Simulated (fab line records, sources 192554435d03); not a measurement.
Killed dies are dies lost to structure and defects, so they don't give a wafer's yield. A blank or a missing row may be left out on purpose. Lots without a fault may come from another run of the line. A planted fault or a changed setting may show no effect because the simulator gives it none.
Chamber matching | flow n5_finfet | N5_BEOL_M0_SAQP_ETCH_83 on rie_diel-05: 4 sister chambers
The step etches SiARC in CF4, target depth 39 nm, time 65 s. 16 wafers are shown with their chamber, then 8 later ones without.

WAFERS WITH THEIR CHAMBER
wafer  | chamber | drypump_motor_current_A (A) | throttle_valve_pct (%) | showerhead_plenum_p_Torr (Torr)
L075.1 | 1       | 5.6                         | 15.57                  | 2.21
L075.2 | 2       | 6.2                         | 15.15                  | 2.16
L075.6 | 0       | 5.3                         | 15.27                  | 2.10
L076.1 | 1       | 5.6                         | 15.58                  | 2.21
L076.3 | 0       | 5.2                         | 15.27                  | 2.09
L076.6 | 2       | 6.2                         | 15.15                  | 2.16
L078.1 | 3       | 5.1                         | 15.98                  | 2.14
L078.3 | 1       | 5.6                         | 15.57                  | 2.21
L078.5 | 1       | 5.6                         | 15.59                  | 2.20
L081.1 | 0       | 5.2                         | 15.30                  | 2.09
L081.3 | 2       | 6.2                         | 15.16                  | 2.16
L081.6 | 3       | 5.1                         | 16.00                  | 2.13
L084.1 | 0       | 5.2                         | 15.29                  | 2.09
L084.5 | 2       | 6.2                         | 15.19                  | 2.16
L084.6 | 1       | 5.6                         | 15.60                  | 2.20
L088.2 | 1       | 5.6                         | 15.63                  | 2.20

SIGNATURES (means of the wafers above)
reading                  | chamber 0 | chamber 1 | chamber 2 | chamber 3 | scatter within a chamber
drypump_motor_current_A  | 5.225     | 5.600     | 6.200     | 5.100     | 0.025
throttle_valve_pct       | 15.2825   | 15.5900   | 15.1625   | 15.9900   | 0.0195
showerhead_plenum_p_Torr | 2.0925    | 2.2050    | 2.1600    | 2.1350    | 0.00479
Rule: a wafer's distance from a chamber is the root of the sum, over the readings, of the square of ((its reading less the chamber's mean) divided by the reading's scatter). The wafer belongs to the nearest chamber; if the next one is less than 2 further off, it can't be placed. The scatter: the root of (the sum of the squares of (reading less its chamber's mean) over the shown wafers, divided by (wafers less chambers)).

WAFERS WITHOUT THEIR CHAMBER
wafer  | drypump_motor_current_A (A) | throttle_valve_pct (%) | showerhead_plenum_p_Torr (Torr)
L088.3 | 5.2                         | 15.33                  | 2.09
L088.5 | 5.6                         | 15.62                  | 2.20
L089.1 | 5.6                         | 15.62                  | 2.20
L089.3 | 5.2                         | 15.32                  | 2.09
L089.4 | 5.1                         | 16.01                  | 2.13
L093.2 | 6.2                         | 15.20                  | 2.16
L093.3 | 5.1                         | 16.02                  | 2.13
L093.5 | 5.1                         | 16.04                  | 2.13

WHICH CHAMBER EACH WENT THROUGH
wafer  | from the rows above | in truth
L088.3 | 0                   | 0
L088.5 | 1                   | 1
L089.1 | 1                   | 1
L089.3 | 0                   | 0
L089.4 | 3                   | 3
L093.2 | 2                   | 2
L093.3 | 3                   | 3
L093.5 | 3                   | 3
Placed correctly: 8 of 8. Can't be placed from these rows: 0. Placed wrongly: 0.
